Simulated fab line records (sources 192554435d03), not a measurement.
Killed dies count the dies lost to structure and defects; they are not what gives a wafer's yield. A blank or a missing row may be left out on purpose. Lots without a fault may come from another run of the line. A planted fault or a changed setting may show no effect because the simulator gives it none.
Chamber matching -- flow n5-finfet -- 4 sister chambers for N5_BEOL_M1_STRIP_36 on rie-diel-02
The step strips in N2/H2. 20 wafers are shown with their chamber, then 10 later ones without.

== WAFERS PAIRED WITH THEIR CHAMBERS ==
wafer,chamber,showerhead-plenum-p-Torr (Torr),drypump-motor-current-A (A),throttle-valve-pct (%)
L074.1,3,2.61,5.6,23.8
L074.3,2,2.46,5.9,23.3
L074.5,3,2.61,5.6,23.8
L076.1,1,2.49,6.3,23.2
L076.2,2,2.46,5.9,23.3
L076.3,0,2.40,5.6,23.1
L078.1,0,2.40,5.6,23.1
L078.5,3,2.61,5.5,23.8
L078.6,0,2.40,5.6,23.1
L079.2,3,2.61,5.5,23.9
L079.3,0,2.40,5.7,23.1
L079.5,1,2.48,6.4,23.3
L081.1,0,2.40,5.6,23.1
L081.3,3,2.61,5.6,23.9
L081.6,3,2.61,5.5,23.9
L086.1,2,2.45,5.9,23.4
L086.4,1,2.48,6.4,23.3
L086.5,0,2.39,5.6,23.1
L088.1,2,2.45,5.9,23.4
L088.2,1,2.48,6.4,23.3

SIGNATURES (means of the wafers above)
reading,chamber 0,chamber 1,chamber 2,chamber 3,scatter within a chamber
showerhead-plenum-p-Torr,2.3983,2.4825,2.4550,2.6100,0.00402
drypump-motor-current-A,5.617,6.375,5.900,5.550,0.0439
throttle-valve-pct,23.100,23.275,23.350,23.850,0.0451
Rule: for a wafer and a chamber, the distance is found by dividing, reading by reading, the gap between the wafer's reading and the chamber's mean by the reading's scatter, squaring, summing and taking the root. The wafer belongs to the nearest chamber; if the next one is less than 2 further off, it can't be placed. The scatter: the root of (the sum of the squares of (reading less its chamber's mean) over the shown wafers, divided by (wafers less chambers)).

== WAFERS MISSING THEIR CHAMBER ==
wafer,showerhead-plenum-p-Torr (Torr),drypump-motor-current-A (A),throttle-valve-pct (%)
L088.4,2.39,5.6,23.1
L090.1,2.45,5.9,23.4
L090.4,2.39,5.6,23.1
L090.6,2.60,5.5,23.7
L093.1,2.45,5.9,23.4
L093.4,2.39,5.6,23.1
L093.5,2.47,6.4,23.3
L094.4,2.47,6.4,23.3
L094.5,2.60,5.5,23.7
L094.6,2.39,5.6,23.1

== EACH ONE'S CHAMBER ==
wafer,from the rows above,in truth
L088.4,0,0
L090.1,2,2
L090.4,0,0
L090.6,3,3
L093.1,2,2
L093.4,0,0
L093.5,1,1
L094.4,1,1
L094.5,3,3
L094.6,0,0
Correct placement for 10 of the 10. Can't be placed from these rows: 0. 0 placed wrongly.
